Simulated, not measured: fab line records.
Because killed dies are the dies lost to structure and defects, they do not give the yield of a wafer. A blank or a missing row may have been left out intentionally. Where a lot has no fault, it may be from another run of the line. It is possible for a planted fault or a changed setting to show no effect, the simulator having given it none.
Which tool is to blame?    flow n5_finfet    at 1 step of a route of 1938, 24 lots with 72 wafers sampled

WHAT THE GAUGES SHOWED, per wafer
N5_BEOL_M0_SAQP_OVL_MEAS_15. Usual: M0_CORE_OVL typically reads 0.1 nm, with standard deviation 0.95.
lot   measured      on          M0_CORE_OVL (nm)  flag
L074  day 5 11:56   overlay-02  1.1 0.1 0.4       
L075  day 6 01:20   overlay-01  -0.5 -1.6 -0.9    
L076  day 6 02:40   overlay-02  0.8 1.6 1.1       
L077  day 6 06:06   overlay-01  1.0 0.4 -0.3      
L078  day 6 12:55   overlay-02  0.2 -0.3 -1.0     
L079  day 6 14:55   overlay-01  -0.4 1.6 0.8      
L080  day 6 21:08   overlay-02  1.3 0.6 0.0       
L081  day 7 05:39   overlay-01  2.1 -0.2 0.5      
L082  day 7 11:44   overlay-01  0.5 -0.5 -0.4     
L083  day 7 17:04   overlay-01  0.1 -0.7 -0.2     
L084  day 8 04:40   overlay-01  0.6 0.7 0.6       
L085  day 8 06:38   overlay-02  -0.8 -0.1 -0.2    
L086  day 8 12:49   overlay-02  0.1 -0.7 -0.4     
L087  day 8 23:38   overlay-01  0.1 1.1 0.2       
L088  day 9 00:04   overlay-02  -1.5 -0.8 -2.0    
L089  day 9 07:31   overlay-02  0.7 1.7 1.4       
L090  day 9 11:33   overlay-02  -0.4 -0.2 -1.3    
L091  day 9 23:11   overlay-02  0.6 0.0 -1.1      
L092  day 9 23:45   overlay-01  0.2 0.7 2.0       
L093  day 10 13:31  overlay-02  0.1 0.1 -0.6      
L094  day 10 17:25  overlay-01  1.1 0.4 0.1       
L095  day 10 17:34  overlay-02  -2.0 -1.2 0.3     
L096  day 11 05:56  overlay-02  -1.0 -0.7 -0.4    
L097  day 11 07:11  overlay-01  -0.3 2.2 -0.9     

WHICH TOOL RAN EACH LOT (tool, then ch and the chambers of the sampled wafers, then the start)
Before these readings, the record contains no process step.

WHAT THE TOOLS THEMSELVES READ (means of the sampled wafers that have a number; where no wafer has one, the mark that the record gives instead)
The record holds no such reading with a usual standard deviation.

THE ANSWER, worked out from the rows above alone
Rule: a lot counts as off when the mean over its wafers that have a number is more than 3 standard deviations away from the usual mean. A lot without any number at a reading at which 4 lots or more have one is off too. Any other lot the step has rows for is counted as sound. The gauges are gone through in route order, then the tools' own readings, and for those a lot's mean is taken as printed above. At the first step where some lot is off, the reading lying furthest off is the one used; lots without a number count as furthest.
Nothing can be told from this: no lot is off at any reading shown.

WHAT THE SIMULATOR PUT IN
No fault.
